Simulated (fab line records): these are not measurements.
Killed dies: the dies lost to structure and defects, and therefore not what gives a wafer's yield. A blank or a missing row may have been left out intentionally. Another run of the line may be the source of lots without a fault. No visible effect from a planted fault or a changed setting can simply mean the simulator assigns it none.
A sampling plan put to the test	flow nand-harc	one fab line, 49 faults that these records tell of, each judged on the records of the lots that it struck
Plan = the line's own looks (route steps where a gauge or an inspection reads the wafer without altering it). Where struck wafers have a number at a look and the file lists that look's usual mean and standard deviation on fault-free wafers, the look can be judged. Caught: 4 or more of those standard deviations (sigma) separate the usual mean from the mean of the struck wafers at a look after the fault's first step. On the tool: here the same test is run on the tool's own readings at the fault's steps. A different recipe on the struck wafers counts as caught too, as does a record blank only for those wafers.

## THE FAULTS, as the simulator had put them in
1. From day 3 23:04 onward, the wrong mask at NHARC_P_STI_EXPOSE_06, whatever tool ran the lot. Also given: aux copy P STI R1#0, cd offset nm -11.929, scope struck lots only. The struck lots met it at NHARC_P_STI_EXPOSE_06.
2. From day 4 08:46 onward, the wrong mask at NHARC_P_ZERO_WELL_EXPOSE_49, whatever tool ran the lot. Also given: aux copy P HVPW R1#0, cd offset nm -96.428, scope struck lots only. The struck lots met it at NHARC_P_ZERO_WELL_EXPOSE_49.
3. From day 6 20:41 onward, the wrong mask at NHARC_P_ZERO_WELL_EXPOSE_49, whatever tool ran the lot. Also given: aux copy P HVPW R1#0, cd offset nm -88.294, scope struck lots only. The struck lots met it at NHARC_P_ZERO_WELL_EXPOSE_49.
4. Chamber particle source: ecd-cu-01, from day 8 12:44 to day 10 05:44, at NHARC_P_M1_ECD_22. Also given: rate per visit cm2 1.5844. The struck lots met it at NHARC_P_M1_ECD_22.
5. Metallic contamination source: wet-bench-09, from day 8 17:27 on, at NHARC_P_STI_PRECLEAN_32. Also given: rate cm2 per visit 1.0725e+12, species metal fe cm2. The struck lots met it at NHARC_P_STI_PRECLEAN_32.
6. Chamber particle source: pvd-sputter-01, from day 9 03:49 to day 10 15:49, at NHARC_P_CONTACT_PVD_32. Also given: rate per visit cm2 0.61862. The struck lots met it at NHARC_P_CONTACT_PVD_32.
7. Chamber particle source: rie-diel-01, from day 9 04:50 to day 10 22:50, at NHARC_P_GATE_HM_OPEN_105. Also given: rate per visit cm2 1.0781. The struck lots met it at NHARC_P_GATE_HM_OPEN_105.
8. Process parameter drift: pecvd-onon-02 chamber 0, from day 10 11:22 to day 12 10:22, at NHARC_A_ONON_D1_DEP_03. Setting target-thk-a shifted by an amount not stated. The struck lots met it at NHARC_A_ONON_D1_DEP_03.
9. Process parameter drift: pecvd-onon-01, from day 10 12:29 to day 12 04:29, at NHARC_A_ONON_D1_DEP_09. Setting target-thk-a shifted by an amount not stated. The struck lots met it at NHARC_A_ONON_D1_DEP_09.
10. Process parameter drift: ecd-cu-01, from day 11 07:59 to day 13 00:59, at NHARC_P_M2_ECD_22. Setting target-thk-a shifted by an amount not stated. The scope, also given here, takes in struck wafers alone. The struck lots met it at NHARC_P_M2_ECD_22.
11. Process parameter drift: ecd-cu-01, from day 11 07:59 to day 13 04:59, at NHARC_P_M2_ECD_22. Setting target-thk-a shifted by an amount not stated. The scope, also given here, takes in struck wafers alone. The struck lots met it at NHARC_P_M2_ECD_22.
12. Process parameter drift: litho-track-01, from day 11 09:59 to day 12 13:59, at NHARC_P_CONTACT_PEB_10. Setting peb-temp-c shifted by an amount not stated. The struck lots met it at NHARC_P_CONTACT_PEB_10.
13. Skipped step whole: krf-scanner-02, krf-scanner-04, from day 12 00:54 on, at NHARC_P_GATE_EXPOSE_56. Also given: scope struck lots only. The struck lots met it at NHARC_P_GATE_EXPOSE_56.
14. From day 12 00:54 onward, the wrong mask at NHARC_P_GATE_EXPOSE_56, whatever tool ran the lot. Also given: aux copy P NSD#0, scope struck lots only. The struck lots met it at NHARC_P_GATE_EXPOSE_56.
15. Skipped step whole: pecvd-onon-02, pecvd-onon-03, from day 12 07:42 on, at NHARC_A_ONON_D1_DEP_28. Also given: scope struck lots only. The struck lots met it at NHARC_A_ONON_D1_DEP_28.
16. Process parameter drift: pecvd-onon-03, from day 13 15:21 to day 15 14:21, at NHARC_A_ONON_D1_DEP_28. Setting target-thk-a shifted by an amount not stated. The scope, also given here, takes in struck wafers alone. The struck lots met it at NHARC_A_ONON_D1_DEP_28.
17. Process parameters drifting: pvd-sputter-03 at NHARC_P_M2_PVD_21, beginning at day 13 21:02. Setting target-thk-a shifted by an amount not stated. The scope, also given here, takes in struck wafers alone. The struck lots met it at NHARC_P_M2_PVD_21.
18. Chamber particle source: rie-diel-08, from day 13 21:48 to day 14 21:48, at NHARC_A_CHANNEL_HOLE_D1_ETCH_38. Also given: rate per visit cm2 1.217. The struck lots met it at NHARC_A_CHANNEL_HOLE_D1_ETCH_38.
19. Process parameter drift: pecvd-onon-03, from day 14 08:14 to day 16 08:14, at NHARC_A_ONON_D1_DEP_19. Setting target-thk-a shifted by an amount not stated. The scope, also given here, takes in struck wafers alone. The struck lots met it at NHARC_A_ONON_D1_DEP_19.
20. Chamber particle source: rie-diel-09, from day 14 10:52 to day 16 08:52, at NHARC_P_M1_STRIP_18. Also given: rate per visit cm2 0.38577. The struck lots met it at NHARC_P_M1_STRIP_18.
21. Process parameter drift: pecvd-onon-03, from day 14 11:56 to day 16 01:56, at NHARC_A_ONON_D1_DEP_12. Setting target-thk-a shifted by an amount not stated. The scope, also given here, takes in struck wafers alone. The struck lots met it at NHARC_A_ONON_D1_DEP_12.
22. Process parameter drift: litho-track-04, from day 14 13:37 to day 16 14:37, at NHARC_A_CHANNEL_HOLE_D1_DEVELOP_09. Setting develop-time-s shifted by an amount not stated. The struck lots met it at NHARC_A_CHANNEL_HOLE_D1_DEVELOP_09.
23. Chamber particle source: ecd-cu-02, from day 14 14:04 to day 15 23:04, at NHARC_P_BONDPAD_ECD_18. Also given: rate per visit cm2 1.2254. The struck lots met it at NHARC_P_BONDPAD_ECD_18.
24. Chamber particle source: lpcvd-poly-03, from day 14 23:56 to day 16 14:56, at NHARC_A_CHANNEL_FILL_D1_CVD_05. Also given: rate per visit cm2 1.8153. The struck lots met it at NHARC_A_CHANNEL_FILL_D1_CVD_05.
25. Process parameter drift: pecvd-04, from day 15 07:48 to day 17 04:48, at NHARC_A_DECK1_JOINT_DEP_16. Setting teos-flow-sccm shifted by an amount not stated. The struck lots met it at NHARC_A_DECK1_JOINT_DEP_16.
26. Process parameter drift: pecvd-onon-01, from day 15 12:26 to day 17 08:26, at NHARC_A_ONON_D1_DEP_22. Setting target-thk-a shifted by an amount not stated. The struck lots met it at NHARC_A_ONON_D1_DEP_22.
27. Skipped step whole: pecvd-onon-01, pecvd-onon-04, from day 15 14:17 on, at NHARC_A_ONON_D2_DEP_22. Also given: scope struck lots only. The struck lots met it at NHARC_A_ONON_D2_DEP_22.
28. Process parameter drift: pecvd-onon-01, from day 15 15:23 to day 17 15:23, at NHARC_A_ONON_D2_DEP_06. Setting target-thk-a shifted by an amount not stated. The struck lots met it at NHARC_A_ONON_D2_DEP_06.
29. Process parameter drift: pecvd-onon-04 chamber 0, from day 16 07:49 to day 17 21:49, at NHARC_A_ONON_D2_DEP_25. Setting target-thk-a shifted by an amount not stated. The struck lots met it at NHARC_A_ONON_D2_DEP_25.
30. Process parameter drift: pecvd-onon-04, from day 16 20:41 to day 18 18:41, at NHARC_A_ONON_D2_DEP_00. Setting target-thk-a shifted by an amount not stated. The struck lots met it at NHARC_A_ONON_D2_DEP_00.
31. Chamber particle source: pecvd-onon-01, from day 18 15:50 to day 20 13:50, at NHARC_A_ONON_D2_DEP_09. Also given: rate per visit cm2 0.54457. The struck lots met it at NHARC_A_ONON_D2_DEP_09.
32. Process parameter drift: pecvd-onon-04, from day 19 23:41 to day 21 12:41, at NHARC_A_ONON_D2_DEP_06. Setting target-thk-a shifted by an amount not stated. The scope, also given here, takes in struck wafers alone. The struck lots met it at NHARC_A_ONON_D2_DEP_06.
33. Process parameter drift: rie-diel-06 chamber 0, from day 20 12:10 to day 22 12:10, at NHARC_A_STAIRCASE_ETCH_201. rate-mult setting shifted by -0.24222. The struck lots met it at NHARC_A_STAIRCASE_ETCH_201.
34. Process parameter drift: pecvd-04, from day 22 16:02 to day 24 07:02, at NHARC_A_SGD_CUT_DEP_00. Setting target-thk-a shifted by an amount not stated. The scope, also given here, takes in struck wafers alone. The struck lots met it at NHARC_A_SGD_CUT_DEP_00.
35. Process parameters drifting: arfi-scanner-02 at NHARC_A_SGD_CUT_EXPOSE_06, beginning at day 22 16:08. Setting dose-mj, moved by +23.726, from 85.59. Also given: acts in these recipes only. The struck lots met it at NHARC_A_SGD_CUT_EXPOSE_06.
36. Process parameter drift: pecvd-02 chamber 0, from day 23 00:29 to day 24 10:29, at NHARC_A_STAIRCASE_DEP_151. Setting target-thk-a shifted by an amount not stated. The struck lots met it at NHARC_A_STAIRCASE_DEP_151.
37. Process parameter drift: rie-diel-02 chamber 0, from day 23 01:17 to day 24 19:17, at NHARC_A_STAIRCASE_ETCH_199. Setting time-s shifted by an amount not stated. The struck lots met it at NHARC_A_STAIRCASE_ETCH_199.
38. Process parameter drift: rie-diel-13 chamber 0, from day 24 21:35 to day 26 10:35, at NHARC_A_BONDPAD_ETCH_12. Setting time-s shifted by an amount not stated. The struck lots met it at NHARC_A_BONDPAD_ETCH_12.
39. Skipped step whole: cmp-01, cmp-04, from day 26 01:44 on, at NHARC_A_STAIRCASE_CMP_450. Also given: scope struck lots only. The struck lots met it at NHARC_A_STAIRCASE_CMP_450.
40. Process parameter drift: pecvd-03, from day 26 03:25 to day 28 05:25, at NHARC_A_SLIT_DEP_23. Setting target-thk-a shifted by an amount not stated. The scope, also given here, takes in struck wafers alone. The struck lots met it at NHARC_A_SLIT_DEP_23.
41. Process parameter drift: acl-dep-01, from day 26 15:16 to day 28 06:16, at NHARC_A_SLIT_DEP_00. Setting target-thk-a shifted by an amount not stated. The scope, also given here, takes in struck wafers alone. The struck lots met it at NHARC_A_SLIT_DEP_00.
42. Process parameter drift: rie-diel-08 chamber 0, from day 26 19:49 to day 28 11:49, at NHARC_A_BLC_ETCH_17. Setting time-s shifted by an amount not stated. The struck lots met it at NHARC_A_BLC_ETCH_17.
43. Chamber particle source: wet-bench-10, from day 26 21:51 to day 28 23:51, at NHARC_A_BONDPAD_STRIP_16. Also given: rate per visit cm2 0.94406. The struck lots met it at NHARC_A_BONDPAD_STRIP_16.
44. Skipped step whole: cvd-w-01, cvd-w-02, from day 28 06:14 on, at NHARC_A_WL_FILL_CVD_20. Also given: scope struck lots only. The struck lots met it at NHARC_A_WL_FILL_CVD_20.
45. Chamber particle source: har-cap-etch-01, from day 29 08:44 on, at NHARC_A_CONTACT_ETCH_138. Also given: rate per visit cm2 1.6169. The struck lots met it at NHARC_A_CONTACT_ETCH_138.
46. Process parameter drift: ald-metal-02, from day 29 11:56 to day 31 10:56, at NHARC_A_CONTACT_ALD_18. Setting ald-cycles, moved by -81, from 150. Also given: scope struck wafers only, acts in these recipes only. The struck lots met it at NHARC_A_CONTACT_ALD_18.
47. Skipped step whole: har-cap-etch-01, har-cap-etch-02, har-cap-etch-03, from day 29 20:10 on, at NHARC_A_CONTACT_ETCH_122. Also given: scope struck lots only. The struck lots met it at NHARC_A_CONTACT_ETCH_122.
48. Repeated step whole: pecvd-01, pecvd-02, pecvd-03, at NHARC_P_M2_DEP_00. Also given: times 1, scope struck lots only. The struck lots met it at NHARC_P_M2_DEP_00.
49. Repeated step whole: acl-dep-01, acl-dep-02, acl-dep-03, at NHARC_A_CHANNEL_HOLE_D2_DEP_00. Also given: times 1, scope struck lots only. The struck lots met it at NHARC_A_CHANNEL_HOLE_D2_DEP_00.

## WHAT THE PLAN SAW
fault	on the tool itself	first look that catches it	reading, sigma	median hours from its first step to that look	hours from the fault's start to the first struck lot there	judged looks passed uncaught
1	under 2 sigma	none of the 5 looks that can be judged after it	strongest: cd-nm at NHARC_P_STI_CD_MEAS_09, -3.7	-	-	5
2	no reading that can be judged	NHARC_P_ZERO_WELL_CD_MEAS_52	cd-nm -41	0.2	5	0
3	under 2 sigma	NHARC_P_ZERO_WELL_CD_MEAS_52	cd-nm -36	0.1	5	0
4	under 2 sigma	NHARC_END_SORT_01	killed-at-periphery +99 or beyond	433.4	441	0
5	under 2 sigma	NHARC_END_WLT_00	VT_DECK2_TOP_INNER +9.9	517.2	521	1
6	under 2 sigma	NHARC_END_SORT_01	killed-at-periphery +27	438.7	426	0
7	under 2 sigma	NHARC_P_GATE_INSPECT_68	raw-defect-count +10	19.9	20	0
8	no reading that can be judged	NHARC_A_ONON_D1_THK_MEAS_05	thk-nm +40	0.5	9	0
9	no reading that can be judged	NHARC_A_ONON_D1_THK_MEAS_11	thk-nm +39	0.4	9	0
10	no reading that can be judged	no look after it can be judged	-	-	-	0
11	no reading that can be judged	not the one look that can be judged after it	-	-	-	1
12	plate-temp-C +5.2 sigma	none of the 3 looks that can be judged after it	strongest: cd-nm at NHARC_P_CONTACT_CD_MEAS_12, +2.0	-	-	3
13	no reading that can be judged	NHARC_P_GATE_INSPECT_68	raw-defect-count +16	5.1	8	0
14	no reading that can be judged	NHARC_END_SORT_01	killed-at-periphery +99 or beyond	443.1	445	0
15	the tool's record is blank for the struck wafers	NHARC_END_SORT_01	killed-dies +26	387.5	386	0
16	no reading that can be judged	NHARC_A_ONON_D1_THK_MEAS_30	thk-nm +69	0.5	14	0
17	under 2 sigma	NHARC_END_SORT_01	killed-at-periphery +99 or beyond	438.7	453	0
18	under 2 sigma	NHARC_A_CHANNEL_HOLE_D1_INSPECT_40	raw-defect-count +33	6.9	18	0
19	no reading that can be judged	NHARC_A_ONON_D1_THK_MEAS_21	thk-nm -20	0.5	5	0
20	under 2 sigma	NHARC_END_SORT_01	killed-at-periphery +20	435.0	450	1
21	no reading that can be judged	NHARC_A_ONON_D1_THK_MEAS_14	thk-nm +60	0.3	18	0
22	no reading that can be judged	none of the 3 looks that can be judged after it	strongest: cd-nm at NHARC_A_CHANNEL_HOLE_D1_CD_MEAS_10, +2.0	-	-	3
23	no reading that can be judged	NHARC_END_SORT_01	killed-at-periphery +99 or beyond	441.4	451	2
24	under 2 sigma	not the one look that can be judged after it	strongest: killed-dies at NHARC_END_SORT_01, +3.7	-	-	1
25	mfc-precursor-sccm +99 or beyond sigma	NHARC_A_DECK1_JOINT_THK_MEAS_17	thk-nm +23	0.3	29	0
26	under 2 sigma	NHARC_A_ONON_D1_THK_MEAS_24	thk-nm -32	0.4	18	0
27	the tool's record is blank for the struck wafers	NHARC_END_SORT_01	killed-dies +26	273.8	272	0
28	under 2 sigma	NHARC_A_ONON_D2_THK_MEAS_08	thk-nm -99 or beyond	0.5	24	0
29	no reading that can be judged	NHARC_A_ONON_D2_THK_MEAS_27	thk-nm -60	0.5	17	0
30	under 2 sigma	NHARC_A_ONON_D2_THK_MEAS_02	thk-nm +9.0	0.5	8	0
31	under 2 sigma	none of the 9 looks that can be judged after it	strongest: killed-dies at NHARC_END_SORT_01, +3.1	-	-	9
32	no reading that can be judged	NHARC_A_ONON_D2_THK_MEAS_08	thk-nm +84	0.4	1	0
33	oes-product-au -9.3 sigma	NHARC_END_SORT_01	killed-dies +9.6	204.7	213	0
34	under 2 sigma	NHARC_END_SORT_01	killed-dies +22	125.2	150	0
35	exposure-dose-mJ-cm2 +99 or beyond sigma	NHARC_A_SGD_CUT_CD_MEAS_09	cd-nm +22	0.1	28	0
36	under 2 sigma	NHARC_END_SORT_01	killed-dies +23	167.2	178	0
37	run-length-s -38 sigma	NHARC_END_SORT_01	killed-dies +26	217.5	243	0
38	run-length-s -31 sigma	NHARC_END_SORT_01	defect-limited-yield -26	32.3	37	0
39	the tool's record is blank for the struck wafers	NHARC_END_SORT_01	killed-dies +26	133.6	149	0
40	under 2 sigma	NHARC_END_SORT_01	killed-dies +4.8	113.5	114	1
41	under 2 sigma	NHARC_END_SORT_01	killed-dies +26	121.3	136	0
42	run-length-s -99 or beyond sigma	NHARC_END_SORT_01	killed-dies +22	47.5	87	0
43	no reading that can be judged	none of the 2 looks that can be judged after it	strongest: killed-dies at NHARC_END_SORT_01, +3.7	-	-	2
44	the tool's record is blank for the struck wafers	NHARC_END_SORT_01	killed-dies +26	85.5	97	0
45	no reading that can be judged	not the one look that can be judged after it	strongest: killed-dies at NHARC_END_SORT_01, +3.3	-	-	1
46	under 2 sigma	NHARC_END_SORT_01	killed-dies +26	61.7	82	1
47	the tool's record is blank for the struck wafers	NHARC_END_SORT_01	killed-dies +26	82.6	80	0
48	under 2 sigma	NHARC_END_SORT_01	killed-at-periphery +99 or beyond	439.5	-	1
49	under 2 sigma	NHARC_END_SORT_01	killed-dies +26	280.7	-	0
A dash: the fault is not caught, or the number is missing from these records.

Caught at a look: 40 of 49. Caught on the tool: 12 of 49. By one or the other: 41 of 49.
Caught on the tool alone: fault 12.
Caught at a look alone: faults 2, 3, 4, 5, 6, 7, 8, 9, 13, 14, 16, 17, 18, 19, 20, 21, 23, 26, 28, 29, 30, 32, 34, 36, 40, 41, 46, 48, 49.
Caught by neither: faults 1, 10, 11, 22, 24, 31, 43, 45.

## THINNER SAMPLING
Were the look that catches a fault to measure just every second or every third lot (counted by lot number), the first struck lot would, at worst, be measured this late:
fault	struck lots at that look, in order of time	every lot	every second lot	every third lot
2	L433	5 h	may miss it	may miss it
3	L406	5 h	may miss it	may miss it
4	L919, L920	441 h	450 h	may miss all 2
5	L788, L790, L793	521 h	584 h	may miss all 3
6	L249, L251	426 h	may miss all 2	may miss all 2
7	L560, L563	20 h	58 h	may miss all 2
8	L367, L368	9 h	33 h	may miss all 2
9	L892, L894	9 h	may miss all 2	may miss all 2
13	L102, L103	8 h	27 h	may miss all 2
14	L256	445 h	may miss it	may miss it
15	L784, L786, L787	386 h	408 h	may miss all 3
16	L737, L738, L739	14 h	24 h	29 h
17	L534, L537	453 h	463 h	may miss all 2
18	L514, L515	18 h	28 h	may miss all 2
19	L665, L666, L667	5 h	11 h	30 h
20	L645, L647	450 h	may miss all 2	may miss all 2
21	L456, L457	18 h	25 h	may miss all 2
23	L899, L901	451 h	may miss all 2	may miss all 2
25	L957, L959	29 h	may miss all 2	may miss all 2
26	L789, L791	18 h	may miss all 2	may miss all 2
27	L458, L459	272 h	307 h	may miss all 2
28	L154, L155	24 h	39 h	may miss all 2
29	L536, L538	17 h	may miss all 2	may miss all 2
30	L209, L210	8 h	33 h	may miss all 2
32	L692, L694, L695	1 h	32 h	may miss all 3
33	L775, L777	213 h	may miss all 2	may miss all 2
34	L595, L596	150 h	159 h	may miss all 2
35	L837, L838	28 h	34 h	may miss all 2
36	L774, L775	178 h	188 h	may miss all 2
37	L570, L569	243 h	249 h	may miss all 2
38	L364, L365	37 h	50 h	may miss all 2
39	L935, L936	149 h	160 h	may miss all 2
40	L364	114 h	may miss it	may miss it
41	L884, L885	136 h	146 h	may miss all 2
42	L598	87 h	may miss it	may miss it
44	L717, L718, L719	97 h	107 h	117 h
46	L750, L752, L754	82 h	may miss all 3	105 h
47	L414, L413, L415	80 h	86 h	94 h
Hours are from the fault's start to the first struck lot that is measured. 4 sigma limit: tested on the pooled struck wafers, so a lone lot may be under it. Other struck lots may not be in these records.

## THE LONGEST TIMED WAY FROM STEP TO LOOK
In fault 5, a median of 517.2 hours elapses between NHARC_P_STI_PRECLEAN_32 and NHARC_END_WLT_00. The look between them that can be judged stayed within 4 sigma: NHARC_HYBRID_BOND_OVL_MEAS_05.
